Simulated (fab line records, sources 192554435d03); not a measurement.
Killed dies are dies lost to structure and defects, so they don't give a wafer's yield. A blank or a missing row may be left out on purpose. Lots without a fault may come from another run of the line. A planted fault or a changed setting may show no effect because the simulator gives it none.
Problem report in the 8D (eight disciplines) form, filled by code | flow n5_finfet | the parts of the form that need people (team, actions taken, sign-off) are left out

1. THE PROBLEM
raw_defect_count at N5_HKMG_FIN_INSPECT_14 reads a mean of 289.3 on 3 wafers of 3 lots; wafers without a fault read 2.1 with a standard deviation of 1.4. That is +99 or more standard deviations from the usual mean.
The step: inspects for defects (macro).
First seen on wafer L779.2, day 5 15:49, on defect_inspect-01. The record holds 24 wafers of 9 lots with a number at this step. Rule for "out", or "out of limits": more than 4 standard deviations from the usual mean. The other wafers with a number count as sound.

2. WHAT IT IS AND WHAT IT IS NOT
question                    | is                     | is not
which readings at this step | raw_defect_count       | -
which lots                  | L779, L780, L781       | L775, L777, L782, L785, L790, L793
which wafers of those lots  | L779.2, L780.1, L781.3 | L779.3, L780.6, L781.1
read on which gauges        | defect_inspect-01      | defect_inspect-02
when                        | from day 5 15:49       | up to then (7 sound wafers); but 14 sound wafers of L780, L781, L782, L785, L790, L793 came after

3. SUSPECTS, AND WHAT RULES EACH OUT
Counting: a tool at a process step up to the reading stays a suspect if it ran every lot that is out. Sound lots after the first of them don't rule it out here, since some wafers of a struck lot are sound.
- the gauge at N5_HKMG_FIN_INSPECT_14: ruled out. All the wafers that are out were read on defect_inspect-01, but those of them that N5_PASSIVATION_PROBE_49 has rows for are out there too, on other tools.
- ald_metal-04 at N5_HKMG_FIN_ALD_79 (deposits TiN, target thk 1.5 nm, pulse time 1 s, purge time 3 s): kept. It ran every lot that is out, first L779 (day 5 13:51); its last sound lot up to then is L777 (day 5 00:52).
- Within ald_metal-04 at N5_HKMG_FIN_ALD_79: the wafers that are out ran in chamber 0; their sound lot-mates ran in chambers 1, 2.
Left after counting: ald_metal-04 at N5_HKMG_FIN_ALD_79.

4. THE CAUSE (what the simulator had put in)
Chamber particle source: ald_metal-04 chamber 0, from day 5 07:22 on, at N5_HKMG_FIN_ALD_79. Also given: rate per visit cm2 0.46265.
Counting left only this tool.

5. THE CHAIN OF EFFECTS, in route order
Each row: a reading whose mean over the struck wafers that have a number lies more than 3 standard deviations from the usual. Only readings for which the record gives a usual standard deviation are gone through. hours: the time from each lot's start at the first step in this table that gives one to its start at this step, as a median over the lots. sigmas: the change in usual standard deviations.
hours | step                    | reading              | usual  | on struck wafers | change | sigmas
0     | N5_HKMG_FIN_INSPECT_14  | raw_defect_count     | 2.1    | 289.3            | +287.2 | +99 or more
192   | N5_PASSIVATION_PROBE_49 | defect_limited_yield | 91.4 % | 82.8             | -8.6   | -5.4
192   | N5_PASSIVATION_PROBE_49 | killed_at_front_end  | 39     | 140              | +101   | +7.8
192   | N5_PASSIVATION_PROBE_49 | killed_dies          | 101    | 204              | +102   | +5.4
192   | N5_PASSIVATION_PROBE_49 | sort_bin_5_function  | 5.0 %  | 10.8             | +5.8   | +5.8
192   | N5_PASSIVATION_PROBE_49 | sort_n_pass          | 1079   | 976              | -102   | -5.4
The process steps in it:
- N5_PASSIVATION_PROBE_49
Later measuring or inspecting steps at which every struck wafer that the step has a row for has a number for every such reading, and none has moved that far: N5_BEOL_M4_RC_MEAS_101.

6. WHAT WOULD HAVE CAUGHT IT SOONER
In this record the first reading out of limits at a measuring or inspecting step was taken at day 5 15:49, 8 hours after the fault began at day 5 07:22.
Of the tool readings at N5_HKMG_FIN_ALD_79 for which the record gives a usual standard deviation, none was out on any struck wafer, so an alarm limit of 4 standard deviations on them would not have fired.
Of the lots that are out (3), L780, L781 began N5_HKMG_FIN_ALD_79 on ald_metal-04 after day 5 15:49. A hold on the tool at that time would have spared those 2.
